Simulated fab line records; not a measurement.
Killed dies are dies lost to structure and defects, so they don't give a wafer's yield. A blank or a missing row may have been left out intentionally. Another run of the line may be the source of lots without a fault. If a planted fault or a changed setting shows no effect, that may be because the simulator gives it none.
Struck lot and sound lot, side by side ; flow nand_harc ; 15 out of 1159 route steps
Sound: these wafers, L679.4, L679.5, L679.6. The struck wafers were L677.2, L677.5, L677.6. The cause comes at the end.
Each step with rows lists, per side, the tool, then ch with its chambers, then its first start. Under that, the readings that differ: sound wafers ; struck wafers ; difference of the means ; sigmas: that difference in standard deviations of wafers without a fault.
alike: words and numbers the same on both sides, and readings whose means are apart by under 2 such deviations; not compared: readings that were withheld, readings missing a value for some wafer, numbers with overlapping values and no deviation given by the record, and bounds like >300 which may hide the same value.
Wherever a step has rows on one side only, a row that says differs or no value, or a row with sigmas, the two part there. Non-overlapping numbers with no deviation appear without sigmas and do not part them. A reading that every wafer of one side lacks parts them only if that side has two wafers or more.

first, 4 steps without rows for these wafers: NHARC_A_M0_EBR_05; NHARC_A_M0_EXPOSE_06 (exposes mask A M0, target cd 80 nm); NHARC_A_M0_PEB_07 (peb time 65 s); NHARC_A_M0_DEVELOP_08 (develop time 35 s).
NHARC_A_M0_CD_MEAS_09: the cd target is 80 nm.
  sound on cd_sem-03 ch 0, day 21 15:43; struck on cd_sem-01 ch 0, day 21 07:35
  alike: cd_nm
NHARC_A_M0_OVL_MEAS_10: pitch 160 nm.
  struck on overlay-01, day 21 07:40; sound on overlay-01, day 21 15:47
reading;sound;struck;difference;sigmas
overlay_x_nm (nm);-1.0 -1.5 -0.8;1.0 1.3 0.6;+2.1;+3
  alike: overlay_y_nm
NHARC_A_M0_INSPECT_11:
  struck on defect_inspect-02, day 21 07:43; sound on defect_inspect-01, day 21 15:50
  alike: raw_defect_count
NHARC_A_M0_DESCUM_14: chemistry O2, time 3 s.
  sound on rie_diel-13 ch 0,1,3, day 21 15:56; struck on rie_diel-01 ch 0,3, day 21 07:46
  alike: drypump_motor_current_A, oes_product_au, rf_vpp_V, showerhead_plenum_p_Torr, throttle_valve_pct
  not compared: rf_hours_counter_h
NHARC_A_M0_ETCH_34: etches the open film in N2/H2, target depth 40 nm, overetch 12 nm, time 43.94 s.
  sound on rie_diel-13 ch 0,1,2, day 21 16:01; struck on rie_diel-01 ch 0,3, day 21 07:51
  alike: drypump_motor_current_A, oes_product_au, rf_vpp_V, showerhead_plenum_p_Torr, throttle_valve_pct
  not compared: rf_hours_counter_h
NHARC_A_M0_ETCH_15: etches the open film in C4F8/Ar, target depth 150 nm, overetch 15 nm, time 82.5 s.
  sound: rie_diel-13 ch 0,3; struck: rie_diel-01 ch 0,2,3
  alike: oes_product_au, rf_vpp_V
  not compared: rf_hours_counter_h
NHARC_A_M0_CD_MEAS_16:
  struck on cd_sem-03, day 21 08:04; sound on cd_sem-01, day 21 16:31
  alike: cd_nm
NHARC_A_M0_STRIP_18: strips in N2/H2.
  sound on rie_diel-06 ch 0,1,3, day 21 16:40; struck on rie_diel-13 ch 2,3, day 21 08:08
  alike: chamber_pressure_mTorr, drypump_motor_current_A, oes_product_au, rf_vpp_V, showerhead_plenum_p_Torr, throttle_valve_pct
  not compared: rf_hours_counter_h
NHARC_A_M0_STRIP_19: strips in post etch residue remover, time 600 s.
  sound on wet_bench-02 ch 0,1,3, day 21 16:52; struck on wet_bench-02 ch 0,3,4, day 21 08:25
  no value came back on the struck wafers for bath_heat_duty_pct (%), run_length_s (s); on the sound wafers bath_heat_duty_pct (%) reads 12.4 10.1 10.8
NHARC_A_M0_DEGAS_28: time 60 s.
  struck on pvd_sputter-03, day 21 08:43; sound on pvd_sputter-01, day 21 17:09
  alike: heater_power_w
after that, 1 step had no rows for these wafers: NHARC_END_SORT_01.

## WHERE THEY PART
Earliest at NHARC_A_M0_OVL_MEAS_10; latest, in this record, at NHARC_A_M0_STRIP_19. Later steps at which nothing parts them and some readings are alike: NHARC_A_M0_DEGAS_28.

WHY: whatever the simulator had introduced
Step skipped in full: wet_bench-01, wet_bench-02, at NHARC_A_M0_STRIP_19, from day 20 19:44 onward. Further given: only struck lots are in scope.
